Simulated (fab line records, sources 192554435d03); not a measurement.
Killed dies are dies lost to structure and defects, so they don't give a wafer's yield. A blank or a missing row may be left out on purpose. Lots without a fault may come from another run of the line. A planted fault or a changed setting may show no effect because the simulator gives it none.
Which tool did it? | flow n5_finfet | 24 lots, 72 wafers sampled, at 6 steps of a route of 1938

WHAT THE GAUGES READ, wafer by wafer
N5_BEOL_M6_THK_MEAS_01. Usual: M6_ILD_THK 153.3 nm, standard deviation 2.5.
lot  | measured     | on            | M6_ILD_THK (nm)   | flag
L074 | day 8 07:27  | film_metro-02 | 152.9 152.4 154.5 |
L076 | day 8 18:22  | film_metro-02 | 152.1 155.2 153.8 |
L075 | day 8 20:52  | film_metro-02 | 153.5 153.7 154.1 |
L077 | day 9 01:19  | film_metro-02 | 152.3 152.9 156.6 |
L078 | day 9 09:20  | film_metro-01 | 153.5 154.6 155.2 |
L079 | day 9 16:51  | film_metro-01 | 151.2 154.2 153.1 |
L081 | day 9 22:00  | film_metro-02 | 154.2 158.3 152.5 |
L080 | day 10 02:22 | film_metro-01 | 151.3 151.4 153.6 |
L082 | day 10 09:52 | film_metro-01 | 150.5 152.5 152.4 |
L083 | day 10 17:53 | film_metro-02 | 147.1 155.6 151.3 |
L084 | day 10 18:51 | film_metro-02 | 151.8 155.2 158.2 |
L085 | day 11 13:26 | film_metro-01 | 155.5 156.0 149.6 |
L086 | day 11 09:12 | film_metro-01 | 154.7 157.4 153.3 |
L088 | day 11 17:53 | film_metro-02 | 151.2 147.9 155.4 |
L087 | day 11 23:02 | film_metro-02 | 151.5 152.2 153.4 |
L089 | day 12 03:01 | film_metro-01 | 152.2 152.6 155.8 |
L091 | day 12 20:48 | film_metro-01 | 154.2 150.3 153.6 |
L093 | day 13 05:27 | film_metro-02 | 149.5 153.5 152.6 |
L090 | day 13 05:55 | film_metro-02 | 150.3 146.7 155.2 |
L092 | day 13 16:08 | film_metro-02 | 155.4 155.1 156.2 |
L094 | day 13 22:26 | film_metro-02 | 146.8 152.3 153.8 |
L095 | day 14 01:51 | film_metro-02 | 152.7 151.8 156.3 |
L096 | day 14 04:05 | film_metro-02 | 149.6 156.1 149.8 |
L097 | day 14 12:49 | film_metro-02 | 152.9 156.8 156.9 |

N5_BEOL_M6_OVL_MEAS_12. Usual: M6_OVL -0.1 nm, standard deviation 0.64.
lot  | measured     | on         | M6_OVL (nm)    | flag
L074 | day 8 08:36  | overlay-01 | 0.6 -0.8 0.2   |
L076 | day 8 19:30  | overlay-02 | -0.4 -0.9 -1.3 |
L075 | day 8 23:52  | overlay-01 | -1.2 0.0 -1.3  |
L077 | day 9 02:12  | overlay-01 | -0.5 -0.1 -0.4 |
L078 | day 9 10:04  | overlay-01 | -0.4 -0.3 0.8  |
L079 | day 9 19:22  | overlay-01 | -0.4 -0.8 -0.6 |
L081 | day 9 23:32  | overlay-02 | 0.7 0.5 0.8    |
L080 | day 10 03:24 | overlay-02 | 0.1 -0.4 -0.8  |
L082 | day 10 10:22 | overlay-02 | 0.5 1.0 1.2    |
L083 | day 10 19:42 | overlay-01 | -0.8 -0.4 0.2  |
L084 | day 10 19:56 | overlay-01 | -0.7 -1.0 -0.7 |
L085 | day 11 16:50 | overlay-01 | -0.6 -0.4 -0.6 |
L086 | day 11 10:37 | overlay-02 | -0.1 -0.8 -0.4 |
L088 | day 11 19:25 | overlay-02 | -0.5 -0.8 -0.7 |
L087 | day 11 23:53 | overlay-02 | -0.7 0.1 -0.7  |
L089 | day 12 05:46 | overlay-01 | -0.7 0.6 -0.4  |
L091 | day 12 22:11 | overlay-01 | 0.7 -0.2 0.2   |
L093 | day 13 06:26 | overlay-01 | 0.3 0.9 0.6    |
L090 | day 13 08:12 | overlay-01 | -0.6 1.0 -0.2  |
L092 | day 13 16:58 | overlay-01 | 0.6 0.4 0.4    |
L094 | day 14 01:17 | overlay-02 | -0.2 -0.3 0.0  |
L095 | day 14 02:41 | overlay-01 | 0.3 -0.6 0.1   |
L096 | day 14 05:56 | overlay-02 | 0.9 -0.7 -0.8  |
L097 | day 14 14:23 | overlay-02 | 0.1 -0.1 -0.3  |

WHICH TOOL RAN EACH LOT (tool, then ch and the chambers of the sampled wafers, then the start)
lot  | N5_BEOL_M5_ETCH_68                 | N5_BEOL_M5_DEGAS_44          | N5_BEOL_M5_ALD_86                   | N5_BEOL_M5_CO_CAP_78
L074 | rie_diel-01 ch 0,2, day 7 23:27    | pvd_sputter-03, day 8 00:31  | ald_metal-04 ch 0,2,3, day 8 00:41  | cvd_co-01 ch 1,2, day 8 06:37
L076 | rie_diel-01 ch 2,3, day 8 10:25    | pvd_sputter-01, day 8 11:23  | ald_metal-04 ch 0,2, day 8 11:32    | cvd_co-01 ch 0,1,2, day 8 17:23
L075 | rie_diel-06 ch 0,3, day 8 12:53    | pvd_sputter-03, day 8 13:56  | ald_metal-04 ch 1,2,3, day 8 14:02  | cvd_co-01 ch 1,2, day 8 20:01
L077 | rie_diel-01 ch 0,2, day 8 17:07    | pvd_sputter-02, day 8 18:20  | ald_metal-03 ch 1,2,3, day 8 18:28  | cvd_co-01 ch 0,1,2, day 9 00:23
L078 | rie_diel-03 ch 0,1,2, day 9 01:29  | pvd_sputter-02, day 9 02:39  | ald_metal-03 ch 0,2,3, day 9 02:45  | cvd_co-01 ch 0,1, day 9 08:31
L079 | rie_diel-01 ch 0,2, day 9 08:38    | pvd_sputter-02, day 9 09:35  | ald_metal-04 ch 0,2, day 9 09:41    | cvd_co-02 ch 0,1, day 9 15:59
L081 | rie_diel-06 ch 0,1, day 9 14:15    | pvd_sputter-03, day 9 15:22  | ald_metal-03 ch 1,2, day 9 15:28    | cvd_co-02 ch 1,2, day 9 21:11
L080 | rie_diel-03 ch 0,2,3, day 9 18:13  | pvd_sputter-02, day 9 19:32  | ald_metal-01 ch 0,2,3, day 9 19:38  | cvd_co-01 ch 0,1,2, day 10 01:29
L082 | rie_diel-06 ch 0,1, day 10 02:14   | pvd_sputter-03, day 10 03:05 | ald_metal-04 ch 2,3, day 10 03:12   | cvd_co-02 ch 1,2, day 10 09:01
L083 | rie_diel-03 ch 0,2,3, day 10 09:27 | pvd_sputter-03, day 10 10:46 | ald_metal-01 ch 1,2, day 10 10:57   | cvd_co-02 ch 1,2, day 10 17:03
L084 | rie_diel-06 ch 1,2,3, day 10 09:40 | pvd_sputter-02, day 10 10:55 | ald_metal-04 ch 0,1, day 10 11:01   | cvd_co-02 ch 1,2, day 10 17:32
L085 | rie_diel-03 ch 0,1,3, day 10 18:54 | pvd_sputter-01, day 10 19:59 | ald_metal-03 ch 2,3, day 10 20:06   | cvd_co-02 ch 0,1,2, day 11 12:38
L086 | rie_diel-01 ch 2,3, day 11 00:08   | pvd_sputter-03, day 11 01:00 | ald_metal-03 ch 1,2,3, day 11 01:07 | cvd_co-01 ch 0, day 11 08:17
L088 | rie_diel-06 ch 0,1,2, day 11 09:25 | pvd_sputter-03, day 11 10:25 | ald_metal-01 ch 0,2,3, day 11 10:31 | cvd_co-01 ch 0, day 11 16:54
L087 | rie_diel-06 ch 1,2,3, day 11 12:05 | pvd_sputter-02, day 11 16:08 | ald_metal-03 ch 0,1,3, day 11 16:14 | cvd_co-01 ch 0,1,2, day 11 22:13
L089 | rie_diel-06 ch 0,1,3, day 11 17:58 | pvd_sputter-03, day 11 19:16 | ald_metal-01 ch 0,2,3, day 11 19:28 | cvd_co-02 ch 0,1,2, day 12 01:55
L091 | rie_diel-03 ch 1,2,3, day 12 11:01 | pvd_sputter-02, day 12 11:53 | ald_metal-03 ch 1,2, day 12 11:59   | cvd_co-02 ch 0,1, day 12 19:58
L093 | rie_diel-03 ch 0,2,3, day 12 21:20 | pvd_sputter-03, day 12 22:30 | ald_metal-03 ch 1,2, day 12 22:36   | cvd_co-02 ch 0,1,2, day 13 04:37
L090 | rie_diel-03 ch 0,2,3, day 12 21:46 | pvd_sputter-01, day 12 22:48 | ald_metal-04 ch 0,2,3, day 12 22:54 | cvd_co-02 ch 0,2, day 13 05:06
L092 | rie_diel-01 ch 2,3, day 13 08:09   | pvd_sputter-03, day 13 09:10 | ald_metal-01 ch 0,1, day 13 09:16   | cvd_co-01 ch 0,2, day 13 15:17
L094 | rie_diel-06 ch 1,2,3, day 13 14:29 | pvd_sputter-02, day 13 15:21 | ald_metal-01 ch 1,2,3, day 13 15:35 | cvd_co-01 ch 0,1,2, day 13 21:37
L095 | rie_diel-06 ch 0,2,3, day 13 17:19 | pvd_sputter-02, day 13 18:12 | ald_metal-04 ch 0,3, day 13 18:24   | cvd_co-01 ch 0,1,2, day 14 01:02
L096 | rie_diel-03 ch 0,3, day 13 19:56   | pvd_sputter-01, day 13 21:08 | ald_metal-03 ch 0,1,2, day 13 21:14 | cvd_co-02 ch 0,2, day 14 03:16
L097 | rie_diel-01 ch 0,2,3, day 14 04:45 | pvd_sputter-01, day 14 05:40 | ald_metal-01 ch 0,3, day 14 05:46   | cvd_co-02 ch 0,1, day 14 11:59
- N5_BEOL_M5_ETCH_68: etches SOC in N2/H2, target depth 80 nm, overetch 16 nm, time 120 s.
- N5_BEOL_M5_DEGAS_44: time 60 s.
- N5_BEOL_M5_ALD_86: deposits TaN, pulse time 2 s, purge time 3 s, co reactant purge time 2 s.
- N5_BEOL_M5_CO_CAP_78: material Co, precursor CCTBA/H2, target thk 2 nm, time 102.1 s.

WHAT THE TOOLS THEMSELVES READ (means of the sampled wafers that have a number; where no wafer has one, the mark that the record gives instead)
N5_BEOL_M5_ETCH_68. Usual: drypump_motor_current_A 5.9 A, standard deviation 0.45; oes_product_au 0.58 a.u., standard deviation 0.053; rf_vpp_V 523 V, standard deviation 3.1; showerhead_plenum_p_Torr 2.53 Torr, standard deviation 0.11; temp_c 40.01 C, standard deviation 0.12; throttle_valve_pct 17.93 %, standard deviation 0.28.
lot  | tool        | drypump_motor_current_A (A) | oes_product_au (a.u.) | rf_vpp_V (V) | showerhead_plenum_p_Torr (Torr) | temp_c (C) | throttle_valve_pct (%) | flag
L074 | rie_diel-01 | 5.5                         | 0.55                  | 524          | 2.57                            | 40.05      | 18.07                  |
L076 | rie_diel-01 | 5.4                         | 0.57                  | 525          | 2.62                            | 40.01      | 18.14                  |
L075 | rie_diel-06 | 6.1                         | 0.58                  | 519          | 2.38                            | 39.97      | 17.59                  |
L077 | rie_diel-01 | 5.5                         | 0.55                  | 524          | 2.56                            | 39.96      | 18.07                  |
L078 | rie_diel-03 | 6.3                         | 0.55                  | 524          | 2.56                            | 39.98      | 18.05                  |
L079 | rie_diel-01 | 5.4                         | 0.55                  | 525          | 2.60                            | 39.90      | 18.04                  |
L081 | rie_diel-06 | 6.5                         | 0.60                  | 523          | 2.52                            | 40.05      | 17.65                  |
L080 | rie_diel-03 | 5.9                         | 0.56                  | 525          | 2.58                            | 40.15      | 17.91                  |
L082 | rie_diel-06 | 6.5                         | 0.62                  | 526          | 2.62                            | 40.04      | 17.73                  |
L083 | rie_diel-03 | 6.0                         | 0.56                  | 525          | 2.58                            | 40.03      | 17.92                  |
L084 | rie_diel-06 | 6.0                         | 0.66                  | 523          | 2.51                            | 40.01      | 17.76                  |
L085 | rie_diel-03 | 6.1                         | 0.56                  | 522          | 2.50                            | 39.90      | 17.97                  |
L086 | rie_diel-01 | 5.4                         | 0.57                  | 525          | 2.60                            | 39.97      | 18.34                  |
L088 | rie_diel-06 | 6.2                         | 0.64                  | 523          | 2.53                            | 40.00      | 17.75                  |
L087 | rie_diel-06 | 6.0                         | 0.65                  | 522          | 2.50                            | 39.90      | 17.77                  |
L089 | rie_diel-06 | 6.3                         | 0.59                  | 522          | 2.49                            | 40.01      | 17.70                  |
L091 | rie_diel-03 | 6.3                         | 0.54                  | 522          | 2.49                            | 39.98      | 17.91                  |
L093 | rie_diel-03 | 5.9                         | 0.55                  | 525          | 2.57                            | 39.93      | 17.95                  |
L090 | rie_diel-03 | 5.9                         | 0.55                  | 525          | 2.57                            | 40.08      | 17.94                  |
L092 | rie_diel-01 | 5.4                         | 0.55                  | 525          | 2.61                            | 39.95      | 18.20                  |
L094 | rie_diel-06 | 6.0                         | 0.63                  | 522          | 2.50                            | 40.09      | 17.79                  |
L095 | rie_diel-06 | 6.0                         | 0.60                  | 521          | 2.41                            | 40.14      | 17.72                  |
L096 | rie_diel-03 | 5.8                         | 0.56                  | 525          | 2.57                            | 39.94      | 18.04                  |
L097 | rie_diel-01 | 5.4                         | 0.61                  | 524          | 2.56                            | 40.03      | 18.11                  |

N5_BEOL_M5_DEGAS_44. Usual: heater_power_w 334 W, standard deviation 34.
lot  | tool           | heater_power_w (W) | flag
L074 | pvd_sputter-03 | 335                |
L076 | pvd_sputter-01 | 267                |
L075 | pvd_sputter-03 | 335                |
L077 | pvd_sputter-02 | 347                |
L078 | pvd_sputter-02 | 341                |
L079 | pvd_sputter-02 | 370                |
L081 | pvd_sputter-03 | 337                |
L080 | pvd_sputter-02 | 364                |
L082 | pvd_sputter-03 | 336                |
L083 | pvd_sputter-03 | 354                |
L084 | pvd_sputter-02 | 353                |
L085 | pvd_sputter-01 | 290                |
L086 | pvd_sputter-03 | 331                |
L088 | pvd_sputter-03 | 338                |
L087 | pvd_sputter-02 | 345                |
L089 | pvd_sputter-03 | 334                |
L091 | pvd_sputter-02 | 351                |
L093 | pvd_sputter-03 | 334                |
L090 | pvd_sputter-01 | 260                |
L092 | pvd_sputter-03 | 333                |
L094 | pvd_sputter-02 | 350                |
L095 | pvd_sputter-02 | 349                |
L096 | pvd_sputter-01 | 326                |
L097 | pvd_sputter-01 | 317                |

N5_BEOL_M5_ALD_86. Usual: heater_power_w 422 W, standard deviation 40; precursor_vessel_pressure_torr 26.25 Torr, standard deviation 0.048.
lot  | tool         | heater_power_w (W) | precursor_vessel_pressure_torr (Torr) | flag
L074 | ald_metal-04 | 388                | 26.25                                 |
L076 | ald_metal-04 | 394                | 26.28                                 |
L075 | ald_metal-04 | 392                | 26.30                                 |
L077 | ald_metal-03 | 430                | 26.21                                 |
L078 | ald_metal-03 | 418                | 26.25                                 |
L079 | ald_metal-04 | 395                | 26.24                                 |
L081 | ald_metal-03 | 479                | 26.23                                 |
L080 | ald_metal-01 | 459                | 26.26                                 |
L082 | ald_metal-04 | 396                | 26.27                                 |
L083 | ald_metal-01 | 442                | 26.23                                 |
L084 | ald_metal-04 | 389                | 26.18                                 |
L085 | ald_metal-03 | 443                | 26.26                                 |
L086 | ald_metal-03 | 429                | 26.23                                 |
L088 | ald_metal-01 | 457                | 26.29                                 |
L087 | ald_metal-03 | 402                | 26.22                                 |
L089 | ald_metal-01 | 461                | 26.23                                 |
L091 | ald_metal-03 | 455                | 26.27                                 |
L093 | ald_metal-03 | 454                | 26.26                                 |
L090 | ald_metal-04 | 398                | 26.23                                 |
L092 | ald_metal-01 | 436                | 26.28                                 |
L094 | ald_metal-01 | 449                | 26.25                                 |
L095 | ald_metal-04 | 391                | 26.24                                 |
L096 | ald_metal-03 | 442                | 26.22                                 |
L097 | ald_metal-01 | 447                | 26.29                                 |

N5_BEOL_M5_CO_CAP_78. Usual: heater_power_w 244 W, standard deviation 20.
lot  | tool      | heater_power_w (W) | flag
L074 | cvd_co-01 | 237                |
L076 | cvd_co-01 | 236                |
L075 | cvd_co-01 | 252                |
L077 | cvd_co-01 | 239                |
L078 | cvd_co-01 | 217                |
L079 | cvd_co-02 | 247                |
L081 | cvd_co-02 | 249                |
L080 | cvd_co-01 | 237                |
L082 | cvd_co-02 | 250                |
L083 | cvd_co-02 | 255                |
L084 | cvd_co-02 | 256                |
L085 | cvd_co-02 | 256                |
L086 | cvd_co-01 | 217                |
L088 | cvd_co-01 | 216                |
L087 | cvd_co-01 | 235                |
L089 | cvd_co-02 | 254                |
L091 | cvd_co-02 | 252                |
L093 | cvd_co-02 | 255                |
L090 | cvd_co-02 | 259                |
L092 | cvd_co-01 | 232                |
L094 | cvd_co-01 | 239                |
L095 | cvd_co-01 | 237                |
L096 | cvd_co-02 | 260                |
L097 | cvd_co-02 | 250                |

THE ANSWER, worked out from the rows above alone
Rule: a lot is off if the mean of its wafers that have a number lies more than 3 standard deviations from the usual mean. A lot without any number at a reading at which 4 lots or more have one is off too. The other lots that the step has rows for count as sound. The gauges are gone through in route order, then the tools' own readings, and for those a lot's mean is taken as printed above. The first step at which some lot is off is used, and at that step the reading that is off furthest; a lot without a number counts as furthest.
No lot is off at any reading shown: from this, nothing can be told.

WHAT THE SIMULATOR HAD PUT IN
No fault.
